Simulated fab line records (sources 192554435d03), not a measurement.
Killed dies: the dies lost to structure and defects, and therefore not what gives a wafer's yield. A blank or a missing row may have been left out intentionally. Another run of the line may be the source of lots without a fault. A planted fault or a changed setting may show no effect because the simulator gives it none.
A struck lot beside a sound one    flow n5-finfet    15 steps out of a route of 1938
Sound: wafers L371.1, L371.2, L371.6. Struck: wafer L383.6. (L383.4 of the same lot was not struck and is left out.) The cause comes at the end.
At each step with rows: each side's tool, then ch and its chambers, then its first start. Under that, the readings that differ: sound wafers    struck wafers    difference of the means    sigmas: that difference in standard deviations of wafers without a fault.
alike: same words and numbers on both sides, and readings whose means sit less than 2 such deviations apart. not compared: any withheld reading, any reading some wafer has no value for, any bound like >300 that may hide the same value, and any number with overlapping values for which the record gives no deviation.
A row with sigmas, a row that says differs or no value, or rows on one side alone: a step with any of these is where the two part. Non-overlapping numbers with no deviation appear without sigmas and do not part them. Lack of a reading on every wafer of one side parts them only where that side has two or more wafers.

first, 3 steps without rows for these wafers: N5_BEOL_M6_EXPOSE_25 (exposes mask V5, target cd 40 nm); N5_BEOL_M6_PEB_26 (peb time 60 s); N5_BEOL_M6_DEVELOP_27 (develop time 30 s).
N5_BEOL_M6_CD_MEAS_28 targets a cd of 40 nm.
  sound on cd-sem-03 ch 0, day 10 02:08; struck on cd-sem-02 ch 0, day 13 12:07
  alike: cd-nm
N5_BEOL_M6_OVL_MEAS_29:
  sound on overlay-01 ch 0, day 10 02:10; struck on overlay-01 ch 0, day 13 12:09
  alike: V5_OVL
N5_BEOL_M6_INSPECT_30: inspects for defects (brightfield).
  struck on defect-inspect-02, day 13 12:12; sound on defect-inspect-02, day 10 02:14
  alike: raw-defect-count
N5_BEOL_M6_DESCUM_33: chemistry O2, time 7 s.
  sound on rie-diel-02 ch 2,3, day 10 02:31; struck on rie-diel-02 ch 3, day 13 12:35
  alike: drypump-motor-current-A, oes-product-au, rf-vpp-V, showerhead-plenum-p-Torr, throttle-valve-pct
  not compared: rf-hours-counter-h
N5_BEOL_M6_ETCH_72: etches underlayer in N2/H2, target depth 6.5 nm, time 5.2 s.
  sound on rie-diel-02 ch 2,3, day 10 02:33; struck on rie-diel-02 ch 3, day 13 12:37
  alike: drypump-motor-current-A, etch-rf-on-time-s, oes-product-au, rf-vpp-V, showerhead-plenum-p-Torr, throttle-valve-pct
  not compared: rf-hours-counter-h
N5_BEOL_M6_ETCH_65: etches SiARC in CF4, target depth 15.6 nm, time 26 s.
  sound on rie-diel-02 ch 2,3, day 10 02:34; struck on rie-diel-02 ch 3, day 13 12:38
  alike: drypump-motor-current-A, etch-rf-on-time-s, oes-product-au, rf-vpp-V, showerhead-plenum-p-Torr, throttle-valve-pct
  not compared: rf-hours-counter-h
N5_BEOL_M6_ETCH_66: etches SOC in N2/H2, target depth 80 nm, overetch 16 nm, time 120 s.
  sound on rie-diel-02 ch 2,3, day 10 02:35; struck on rie-diel-02 ch 3, day 13 12:40
  alike: drypump-motor-current-A, oes-product-au, rf-vpp-V, run-length-s, showerhead-plenum-p-Torr, throttle-valve-pct
  not compared: rf-hours-counter-h
then, 2 steps without rows for these wafers: N5_BEOL_M6_STRIP_69 (strips in N2/H2); N5_BEOL_M6_STRIP_73 (strips in N2/H2).
N5_BEOL_M6_VIA_ETCH_34: etches SiCOH lowk in C4F6/O2, target depth 126.3 nm, time 50.9 s.
  sound on rie-diel-02 ch 2,3, day 10 02:41; struck on rie-diel-02 ch 3, day 13 12:46
reading                                   sound            struck  difference  sigmas
O2_flow_sccm (sccm)                       9.94 9.93 9.95   10.04   +0.10       +3
run-length-s (s)                          73.7 74.1 74.2   90.8    +16.8       +51
model.etch.depth-nm (nm)                  127.2 126 126.8  165.2   +38.5       
model.SOC_of_BEOL_M6_COAT_63.thk-nm (nm)  53.6 53.6 53.8   51.8    -1.9        
  alike: drypump-motor-current-A, oes-product-au, rf-vpp-V, showerhead-plenum-p-Torr, throttle-valve-pct
  not compared: rf-hours-counter-h
then, 1 step without rows for these wafers: N5_BEOL_M6_STRIP_76 (strips in C4F6/O2).
-- here the record skips 4 days between the struck wafers' starts before and after, leaving off in module BEOL_M6 and picking up in module PASSIVATION (first step shown: number 1936 of the route) --
N5_PASSIVATION_PROBE_49:
  struck on prober-02, day 17 11:58; sound on prober-01, day 13 10:03
  alike: defect-limited-yield, killed_at_M0_to_M3, killed_at_M4_up, killed-at-contacts, killed-at-front-end, killed-at-other, killed-dies, killed-open, killed-short, sort_bin_5_function, sort_bin_6_memory, sort-n-pass, sort-yield-pct

WHERE THEY PART
Only at N5_BEOL_M6_VIA_ETCH_34, as far as this record shows. Later steps at which nothing parts them and some readings are alike: N5_PASSIVATION_PROBE_49.

WHY: the cause the simulator had injected
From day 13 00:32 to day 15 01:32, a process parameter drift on rie-diel-02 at N5_BEOL_M6_VIA_ETCH_34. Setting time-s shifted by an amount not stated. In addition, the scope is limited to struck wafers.
